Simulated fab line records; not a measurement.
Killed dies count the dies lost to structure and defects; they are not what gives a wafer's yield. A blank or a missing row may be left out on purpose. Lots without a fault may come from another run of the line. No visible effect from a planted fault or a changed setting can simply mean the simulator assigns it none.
Which of the tools did it? / flow n5-finfet / 10 lots, 29 wafers sampled, at 5 steps of a route of 1938

== WHAT THE GAUGES READ, wafer by wafer ==
N5_FIN_SAQP_THK_MEAS_05. Usual: thk-nm reads 38.3 nm (standard deviation 0.52).
lot=L238; measured=day 2 03:29; on=film-metro-01; thk-nm (nm)=38.7 38.3 39.2; flag=
lot=L243; measured=day 3 08:57; on=film-metro-01; thk-nm (nm)=38.0 38.2 38.6; flag=
lot=L244; measured=day 3 16:14; on=film-metro-01; thk-nm (nm)=38.2 38.6 38.5; flag=
lot=L246; measured=day 4 03:39; on=film-metro-01; thk-nm (nm)=38.2 39.3 39.2; flag=
lot=L248; measured=day 4 15:32; on=film-metro-02; thk-nm (nm)=38.3 38.4 38.2; flag=
lot=L256; measured=day 6 16:28; on=film-metro-02; thk-nm (nm)=38.4 38.2 39.1; flag=
lot=L257; measured=day 6 21:53; on=film-metro-02; thk-nm (nm)=37.8 38.3 38.8; flag=
lot=L258; measured=day 7 03:23; on=film-metro-02; thk-nm (nm)=37.5 38.8 39.1; flag=
lot=L259; measured=day 7 09:43; on=film-metro-02; thk-nm (nm)=38.1 38.9 39.5; flag=
lot=L260; measured=day 7 15:23; on=film-metro-02; thk-nm (nm)=38.0 38.4; flag=

N5_BEOL_M4_RC_MEAS_101. Usual: DIBL_N 36.0 mV/V, standard deviation 2.5; DIBL_P 36.2 mV/V, standard deviation 3; IOFF_N 0.16 nA/um, standard deviation 0.044; IOFF_P 0.21 nA/um, standard deviation 0.049; ION_N 671 uA/um, standard deviation 15; ION_P 461 uA/um, standard deviation 8.7; SS_N 71.5 mV/dec, standard deviation 0.72; SS_P 73.4 mV/dec, standard deviation 0.9; VT_N 251 mV, standard deviation 4.4; VT_P -250 mV, standard deviation 4.
lot=L238; measured=day 8 21:15; on=prober-02; DIBL_N (mV/V)=34.6 33.6 33.5; DIBL_P (mV/V)=36.4 35.3 35.5; IOFF_N (nA/um)=0.13 0.13 0.13; IOFF_P (nA/um)=0.19 0.17 0.18; ION_N (uA/um)=652 660 652; ION_P (uA/um)=449 452 447; SS_N (mV/dec)=71.9 71.7 72.0; SS_P (mV/dec)=73.2 73.2 73.0; VT_N (mV)=254 253 254; VT_P (mV)=-252 -253 -255; flag=
lot=L243; measured=day 10 03:35; on=prober-01; DIBL_N (mV/V)=36.4 34.6 35.0; DIBL_P (mV/V)=36.8 33.4 35.4; IOFF_N (nA/um)=0.15 0.11 0.12; IOFF_P (nA/um)=0.20 0.16 0.20; ION_N (uA/um)=678 653 669; ION_P (uA/um)=464 452 468; SS_N (mV/dec)=71.5 70.4 71.6; SS_P (mV/dec)=73.5 72.5 72.8; VT_N (mV)=252 255 255; VT_P (mV)=-251 -253 -252; flag=
lot=L244; measured=day 10 07:52; on=prober-02; DIBL_N (mV/V)=37.0 36.0 39.7; DIBL_P (mV/V)=36.6 35.6 40.1; IOFF_N (nA/um)=0.16 0.14 0.21; IOFF_P (nA/um)=0.20 0.19 0.26; ION_N (uA/um)=669 663 700; ION_P (uA/um)=457 460 473; SS_N (mV/dec)=72.0 71.0 72.0; SS_P (mV/dec)=73.2 72.6 74.0; VT_N (mV)=254 255 246; VT_P (mV)=-252 -251 -249; flag=
lot=L246; measured=day 10 17:22; on=prober-01; DIBL_N (mV/V)=34.2 34.1 37.7; DIBL_P (mV/V)=34.9 35.2 39.4; IOFF_N (nA/um)=0.13 0.14 0.21; IOFF_P (nA/um)=0.20 0.20 0.29; ION_N (uA/um)=657 672 699; ION_P (uA/um)=457 464 482; SS_N (mV/dec)=71.5 70.9 72.3; SS_P (mV/dec)=72.8 73.4 73.4; VT_N (mV)=252 250 245; VT_P (mV)=-252 -248 -246; flag=
lot=L248; measured=day 11 11:53; on=prober-02; DIBL_N (mV/V)=36.6 38.0 30.6; DIBL_P (mV/V)=36.2 37.7 28.6; IOFF_N (nA/um)=0.16 0.18 0.08; IOFF_P (nA/um)=0.21 0.22 0.11; ION_N (uA/um)=666 680 656; ION_P (uA/um)=452 460 446; SS_N (mV/dec)=71.6 71.9 70.4; SS_P (mV/dec)=73.5 74.1 71.3; VT_N (mV)=252 249 259; VT_P (mV)=-250 -253 -260; flag=
lot=L256; measured=day 12 22:44; on=prober-01; DIBL_N (mV/V)=33.0 32.5 35.2; DIBL_P (mV/V)=31.1 31.6 35.9; IOFF_N (nA/um)=0.10 0.10 0.14; IOFF_P (nA/um)=0.15 0.15 0.21; ION_N (uA/um)=653 643 668; ION_P (uA/um)=454 447 456; SS_N (mV/dec)=71.0 70.5 71.3; SS_P (mV/dec)=71.9 72.3 73.8; VT_N (mV)=258 259 250; VT_P (mV)=-255 -253 -251; flag=
lot=L257; measured=day 13 18:57; on=prober-02; DIBL_N (mV/V)=36.2 33.7 39.4; DIBL_P (mV/V)=37.6 33.4 39.8; IOFF_N (nA/um)=0.16 0.11 0.22; IOFF_P (nA/um)=0.25 0.17 0.28; ION_N (uA/um)=674 657 694; ION_P (uA/um)=477 453 471; SS_N (mV/dec)=71.6 71.6 73.2; SS_P (mV/dec)=73.7 72.2 73.9; VT_N (mV)=250 256 243; VT_P (mV)=-247 -254 -246; flag=
lot=L258; measured=day 13 21:25; on=prober-01; DIBL_N (mV/V)=36.4 39.7 34.3; DIBL_P (mV/V)=36.3 40.5 32.5; IOFF_N (nA/um)=0.17 0.26 0.13; IOFF_P (nA/um)=0.25 0.34 0.18; ION_N (uA/um)=678 698 672; ION_P (uA/um)=473 475 460; SS_N (mV/dec)=72.1 72.2 70.5; SS_P (mV/dec)=73.6 74.3 72.5; VT_N (mV)=251 242 251; VT_P (mV)=-248 -244 -249; flag=
lot=L259; measured=day 13 20:39; on=prober-01; DIBL_N (mV/V)=40.1 36.2 37.9; DIBL_P (mV/V)=40.6 35.1 37.6; IOFF_N (nA/um)=0.25 0.13 0.19; IOFF_P (nA/um)=0.31 0.19 0.25; ION_N (uA/um)=689 651 675; ION_P (uA/um)=470 453 463; SS_N (mV/dec)=73.0 71.1 71.8; SS_P (mV/dec)=74.3 73.0 73.6; VT_N (mV)=245 255 246; VT_P (mV)=-242 -252 -246; flag=
lot=L260; measured=day 14 06:51; on=prober-02; DIBL_N (mV/V)=37.1 34.0; DIBL_P (mV/V)=38.2 34.5; IOFF_N (nA/um)=0.17 0.12; IOFF_P (nA/um)=0.21 0.16; ION_N (uA/um)=685 675; ION_P (uA/um)=470 460; SS_N (mV/dec)=71.1 70.8; SS_P (mV/dec)=74.5 73.5; VT_N (mV)=253 252; VT_P (mV)=-253 -258; flag=

== EACH LOT AND THE TOOL THAT RAN IT (in order: tool; ch and the chambers of the sampled wafers; start) ==
lot=L238; N5_FIN_SAQP_ALD_61=ald-sin-01 ch 2,3, day 2 02:59; N5_FIN_SAQP_HM_DEP_72=pecvd-01 ch 0,1, day 2 03:44; N5_FIN_SAQP_ETCH_52=rie-diel-05 ch 0,2, day 2 04:24
lot=L243; N5_FIN_SAQP_ALD_61=ald-sin-01 ch 2,3, day 3 08:27; N5_FIN_SAQP_HM_DEP_72=pecvd-04 ch 0,1,2, day 3 09:13; N5_FIN_SAQP_ETCH_52=rie-diel-02 ch 1,2,3, day 3 09:50
lot=L244; N5_FIN_SAQP_ALD_61=ald-sin-01 ch 0,1,2, day 3 15:43; N5_FIN_SAQP_HM_DEP_72=pecvd-01 ch 0,2, day 3 16:28; N5_FIN_SAQP_ETCH_52=rie-diel-05 ch 1,2,3, day 3 17:07
lot=L246; N5_FIN_SAQP_ALD_61=ald-sin-01 ch 0,2,3, day 4 03:06; N5_FIN_SAQP_HM_DEP_72=pecvd-02 ch 0,2, day 4 03:54; N5_FIN_SAQP_ETCH_52=rie-diel-01 ch 0,3, day 4 04:37
lot=L248; N5_FIN_SAQP_ALD_61=ald-sin-01 ch 1,2,3, day 4 15:02; N5_FIN_SAQP_HM_DEP_72=pecvd-01 ch 0,1,2, day 4 15:47; N5_FIN_SAQP_ETCH_52=rie-diel-05 ch 0,1,2, day 4 16:25
lot=L256; N5_FIN_SAQP_ALD_61=ald-sin-03 ch 0,2,3, day 6 15:57; N5_FIN_SAQP_HM_DEP_72=pecvd-02 ch 1,2, day 6 16:47; N5_FIN_SAQP_ETCH_52=rie-diel-05 ch 0,2, day 6 17:18
lot=L257; N5_FIN_SAQP_ALD_61=ald-sin-03 ch 2,3, day 6 21:22; N5_FIN_SAQP_HM_DEP_72=pecvd-02 ch 0,1, day 6 22:08; N5_FIN_SAQP_ETCH_52=rie-diel-01 ch 0,2,3, day 6 23:07
lot=L258; N5_FIN_SAQP_ALD_61=ald-sin-01 ch 0,1,2, day 7 02:49; N5_FIN_SAQP_HM_DEP_72=pecvd-01 ch 0,1,2, day 7 03:37; N5_FIN_SAQP_ETCH_52=rie-diel-01 ch 0,1, day 7 04:16
lot=L259; N5_FIN_SAQP_ALD_61=ald-sin-04 ch 0,1, day 7 09:11; N5_FIN_SAQP_HM_DEP_72=pecvd-01 ch 1,2, day 7 09:57; N5_FIN_SAQP_ETCH_52=rie-diel-01 ch 0,3, day 7 10:28
lot=L260; N5_FIN_SAQP_ALD_61=ald-sin-03 ch 0,1, day 7 14:52; N5_FIN_SAQP_HM_DEP_72=pecvd-01 ch 2, day 7 15:42; N5_FIN_SAQP_ETCH_52=rie-diel-01 ch 0,3, day 7 16:20
- N5_FIN_SAQP_ALD_61: deposits SiO2, target thk 4 nm, pulse time 1 s, purge time 2 s.
- N5_FIN_SAQP_HM_DEP_72: deposits SiO2 from SiH4/N2O, target thk 12 nm, time 7.2 s.
- N5_FIN_SAQP_ETCH_52: etches SOC in N2/H2, target depth 100 nm, overetch 20 nm, time 150 s.

== AS READ BY THE TOOLS THEMSELVES (means over the sampled wafers that have a number; for cases with no such wafer, the mark the record gives instead) ==
N5_FIN_SAQP_ALD_61. Usual: heater-power-w 484 W, standard deviation 64; precursor-pulse-height-rel 1.003, standard deviation 0.021; susceptor-temp-C 300.00 C, standard deviation 0.18.
lot=L238; tool=ald-sin-01; heater-power-w (W)=448; precursor-pulse-height-rel=0.996; susceptor-temp-C (C)=299.80; flag=
lot=L243; tool=ald-sin-01; heater-power-w (W)=457; precursor-pulse-height-rel=1.001; susceptor-temp-C (C)=300.03; flag=
lot=L244; tool=ald-sin-01; heater-power-w (W)=493; precursor-pulse-height-rel=1.013; susceptor-temp-C (C)=299.73; flag=
lot=L246; tool=ald-sin-01; heater-power-w (W)=359; precursor-pulse-height-rel=1.014; susceptor-temp-C (C)=263.32; flag=OFF
lot=L248; tool=ald-sin-01; heater-power-w (W)=343; precursor-pulse-height-rel=0.982; susceptor-temp-C (C)=263.27; flag=OFF
lot=L256; tool=ald-sin-03; heater-power-w (W)=539; precursor-pulse-height-rel=1.000; susceptor-temp-C (C)=299.89; flag=
lot=L257; tool=ald-sin-03; heater-power-w (W)=494; precursor-pulse-height-rel=1.004; susceptor-temp-C (C)=300.09; flag=
lot=L258; tool=ald-sin-01; heater-power-w (W)=492; precursor-pulse-height-rel=0.997; susceptor-temp-C (C)=300.05; flag=
lot=L259; tool=ald-sin-04; heater-power-w (W)=485; precursor-pulse-height-rel=1.004; susceptor-temp-C (C)=299.84; flag=
lot=L260; tool=ald-sin-03; heater-power-w (W)=501; precursor-pulse-height-rel=1.016; susceptor-temp-C (C)=300.19; flag=

N5_FIN_SAQP_HM_DEP_72. Usual: heater-power-w 757 W, standard deviation 160; showerhead-plenum-p-Torr 8.17 Torr, standard deviation 0.13; showerhead-vpp-V 1028 V, standard deviation 50.
lot=L238; tool=pecvd-01; heater-power-w (W)=808; showerhead-plenum-p-Torr (Torr)=8.13; showerhead-vpp-V (V)=1029; flag=
lot=L243; tool=pecvd-04; heater-power-w (W)=767; showerhead-plenum-p-Torr (Torr)=8.06; showerhead-vpp-V (V)=1045; flag=
lot=L244; tool=pecvd-01; heater-power-w (W)=881; showerhead-plenum-p-Torr (Torr)=8.05; showerhead-vpp-V (V)=1021; flag=
lot=L246; tool=pecvd-02; heater-power-w (W)=709; showerhead-plenum-p-Torr (Torr)=8.34; showerhead-vpp-V (V)=1066; flag=
lot=L248; tool=pecvd-01; heater-power-w (W)=763; showerhead-plenum-p-Torr (Torr)=8.13; showerhead-vpp-V (V)=988; flag=
lot=L256; tool=pecvd-02; heater-power-w (W)=853; showerhead-plenum-p-Torr (Torr)=8.21; showerhead-vpp-V (V)=1038; flag=
lot=L257; tool=pecvd-02; heater-power-w (W)=692; showerhead-plenum-p-Torr (Torr)=8.31; showerhead-vpp-V (V)=1071; flag=
lot=L258; tool=pecvd-01; heater-power-w (W)=724; showerhead-plenum-p-Torr (Torr)=8.12; showerhead-vpp-V (V)=993; flag=
lot=L259; tool=pecvd-01; heater-power-w (W)=615; showerhead-plenum-p-Torr (Torr)=8.13; showerhead-vpp-V (V)=955; flag=
lot=L260; tool=pecvd-01; heater-power-w (W)=674; showerhead-plenum-p-Torr (Torr)=8.09; showerhead-vpp-V (V)=951; flag=

N5_FIN_SAQP_ETCH_52. Usual: drypump-motor-current-A 5.8 A, standard deviation 0.48; oes-product-au 0.68 a.u., standard deviation 0.055; rf-vpp-V 524.0 V, standard deviation 2.4; showerhead-plenum-p-Torr 2.55 Torr, standard deviation 0.08; throttle-valve-pct 17.96 %, standard deviation 0.24.
lot=L238; tool=rie-diel-05; drypump-motor-current-A (A)=6.2; oes-product-au (a.u.)=0.70; rf-vpp-V (V)=522.7; showerhead-plenum-p-Torr (Torr)=2.49; throttle-valve-pct (%)=17.73; flag=
lot=L243; tool=rie-diel-02; drypump-motor-current-A (A)=5.9; oes-product-au (a.u.)=0.69; rf-vpp-V (V)=523.7; showerhead-plenum-p-Torr (Torr)=2.54; throttle-valve-pct (%)=18.07; flag=
lot=L244; tool=rie-diel-05; drypump-motor-current-A (A)=5.5; oes-product-au (a.u.)=0.65; rf-vpp-V (V)=525.8; showerhead-plenum-p-Torr (Torr)=2.59; throttle-valve-pct (%)=17.84; flag=
lot=L246; tool=rie-diel-01; drypump-motor-current-A (A)=6.0; oes-product-au (a.u.)=0.68; rf-vpp-V (V)=522.0; showerhead-plenum-p-Torr (Torr)=2.51; throttle-valve-pct (%)=17.96; flag=
lot=L248; tool=rie-diel-05; drypump-motor-current-A (A)=5.7; oes-product-au (a.u.)=0.67; rf-vpp-V (V)=522.7; showerhead-plenum-p-Torr (Torr)=2.53; throttle-valve-pct (%)=17.88; flag=
lot=L256; tool=rie-diel-05; drypump-motor-current-A (A)=6.2; oes-product-au (a.u.)=0.68; rf-vpp-V (V)=521.4; showerhead-plenum-p-Torr (Torr)=2.47; throttle-valve-pct (%)=17.79; flag=
lot=L257; tool=rie-diel-01; drypump-motor-current-A (A)=5.9; oes-product-au (a.u.)=0.67; rf-vpp-V (V)=523.9; showerhead-plenum-p-Torr (Torr)=2.53; throttle-valve-pct (%)=18.12; flag=
lot=L258; tool=rie-diel-01; drypump-motor-current-A (A)=6.3; oes-product-au (a.u.)=0.62; rf-vpp-V (V)=521.7; showerhead-plenum-p-Torr (Torr)=2.49; throttle-valve-pct (%)=18.09; flag=
lot=L259; tool=rie-diel-01; drypump-motor-current-A (A)=5.9; oes-product-au (a.u.)=0.66; rf-vpp-V (V)=522.3; showerhead-plenum-p-Torr (Torr)=2.50; throttle-valve-pct (%)=18.00; flag=
lot=L260; tool=rie-diel-01; drypump-motor-current-A (A)=6.0; oes-product-au (a.u.)=0.65; rf-vpp-V (V)=521.6; showerhead-plenum-p-Torr (Torr)=2.48; throttle-valve-pct (%)=18.06; flag=

== THE ANSWER, worked out from the rows above alone ==
Rule: take the mean of a lot's wafers that have a number; if it is more than 3 standard deviations from the usual mean, the lot is off. A lot without any number at a reading at which 4 lots or more have one is off too. Any other lot the step has rows for is counted as sound. The gauges are gone through in route order, then the tools' own readings, and for those a lot's mean is taken as printed above. The first step at which some lot is off is used, and at that step the reading that is off furthest; a lot without a number counts as furthest.
Off at N5_FIN_SAQP_ALD_61 (susceptor-temp-C): L246, L248.
If a tool, at that step or one of the process steps before it, ran each lot that is off and ran no sound lot following the first of them, it fits. No candidate that was tried fits.

== WHAT WAS PUT IN BY THE SIMULATOR ==
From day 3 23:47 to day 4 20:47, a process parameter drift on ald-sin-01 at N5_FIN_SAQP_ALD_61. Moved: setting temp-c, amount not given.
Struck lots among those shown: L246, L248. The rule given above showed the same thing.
